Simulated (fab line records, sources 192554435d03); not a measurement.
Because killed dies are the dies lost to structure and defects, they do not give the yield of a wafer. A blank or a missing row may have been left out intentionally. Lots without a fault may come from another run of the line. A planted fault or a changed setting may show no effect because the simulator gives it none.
Which tool was responsible? / flow n5_finfet / 12 lots, 36 wafers sampled, at 3 steps of a route of 1938

== WHAT THE GAUGES SHOWED, per wafer ==
N5_BEOL_M10_INSPECT_58: inspects for defects (darkfield).
lot=L075; measured=day 11 19:32; on=defect_inspect-02; raw_defect_count=108 150 116
lot=L076; measured=day 12 17:32; on=defect_inspect-01; raw_defect_count=67 105 55
lot=L079; measured=day 13 01:52; on=defect_inspect-02; raw_defect_count=133 145 97
lot=L081; measured=day 13 10:44; on=defect_inspect-01; raw_defect_count=80 65 70
lot=L083; measured=day 13 23:12; on=defect_inspect-01; raw_defect_count=86 91 101
lot=L086; measured=day 14 06:46; on=defect_inspect-02; raw_defect_count=54 52 53
lot=L087; measured=day 14 20:49; on=defect_inspect-02; raw_defect_count=78 146 77
lot=L089; measured=day 15 03:53; on=defect_inspect-01; raw_defect_count=54 57 33
lot=L092; measured=day 15 23:54; on=defect_inspect-01; raw_defect_count=59 68 56
lot=L093; measured=day 16 05:37; on=defect_inspect-02; raw_defect_count=56 45 73
lot=L095; measured=day 16 18:01; on=defect_inspect-01; raw_defect_count=48 41 42
lot=L097; measured=day 17 18:04; on=defect_inspect-01; raw_defect_count=43 44 61

== WHICH TOOL RAN EACH LOT (tool, then ch and the chambers of the sampled wafers, then the start) ==
lot=L075; N5_BEOL_M10_PRE_CLEAN_45=pvd_sputter-03, day 11 17:16; N5_BEOL_M10_SPUTTER_48=pvd_sputter-03, day 11 18:08
lot=L076; N5_BEOL_M10_PRE_CLEAN_45=pvd_sputter-02, day 12 15:36; N5_BEOL_M10_SPUTTER_48=pvd_sputter-02, day 12 16:34
lot=L079; N5_BEOL_M10_PRE_CLEAN_45=pvd_sputter-03, day 12 22:30; N5_BEOL_M10_SPUTTER_48=pvd_sputter-03, day 13 00:36
lot=L081; N5_BEOL_M10_PRE_CLEAN_45=pvd_sputter-01, day 13 08:41; N5_BEOL_M10_SPUTTER_48=pvd_sputter-03, day 13 09:22
lot=L083; N5_BEOL_M10_PRE_CLEAN_45=pvd_sputter-02, day 13 20:13; N5_BEOL_M10_SPUTTER_48=pvd_sputter-01, day 13 22:13
lot=L086; N5_BEOL_M10_PRE_CLEAN_45=pvd_sputter-02, day 14 05:03; N5_BEOL_M10_SPUTTER_48=pvd_sputter-02, day 14 05:35
lot=L087; N5_BEOL_M10_PRE_CLEAN_45=pvd_sputter-01, day 14 17:45; N5_BEOL_M10_SPUTTER_48=pvd_sputter-01, day 14 19:44
lot=L089; N5_BEOL_M10_PRE_CLEAN_45=pvd_sputter-01, day 15 02:00; N5_BEOL_M10_SPUTTER_48=pvd_sputter-01, day 15 02:48
lot=L092; N5_BEOL_M10_PRE_CLEAN_45=pvd_sputter-01, day 15 21:34; N5_BEOL_M10_SPUTTER_48=pvd_sputter-03, day 15 22:27
lot=L093; N5_BEOL_M10_PRE_CLEAN_45=pvd_sputter-01, day 16 03:35; N5_BEOL_M10_SPUTTER_48=pvd_sputter-01, day 16 04:15
lot=L095; N5_BEOL_M10_PRE_CLEAN_45=pvd_sputter-01, day 16 16:22; N5_BEOL_M10_SPUTTER_48=pvd_sputter-03, day 16 17:01
lot=L097; N5_BEOL_M10_PRE_CLEAN_45=pvd_sputter-03, day 17 16:01; N5_BEOL_M10_SPUTTER_48=pvd_sputter-01, day 17 16:34
- N5_BEOL_M10_PRE_CLEAN_45: time 30 s.
- N5_BEOL_M10_SPUTTER_48: material Cu, target thk 12 nm, time 2 s.

== THE ANSWER, worked out from the rows above alone ==
Rule: what is usual is taken from the lots themselves. The widest of any qualifying gaps counts: lots, ordered by their means at a reading, are off when they make up no more than a third of the lots, leave a main group of 4 or more, and stand apart from it by 3 or more times the standard deviation of that group's means. Not used: any main group whose means are identical at the precision the tables above print for the reading. A lot without any number at a reading at which 4 lots or more have one is off too. The other lots that the step has rows for count as sound.
Nothing can be told from this: no lot is off at any reading shown.

== WHAT THE SIMULATOR HAD PUT IN ==
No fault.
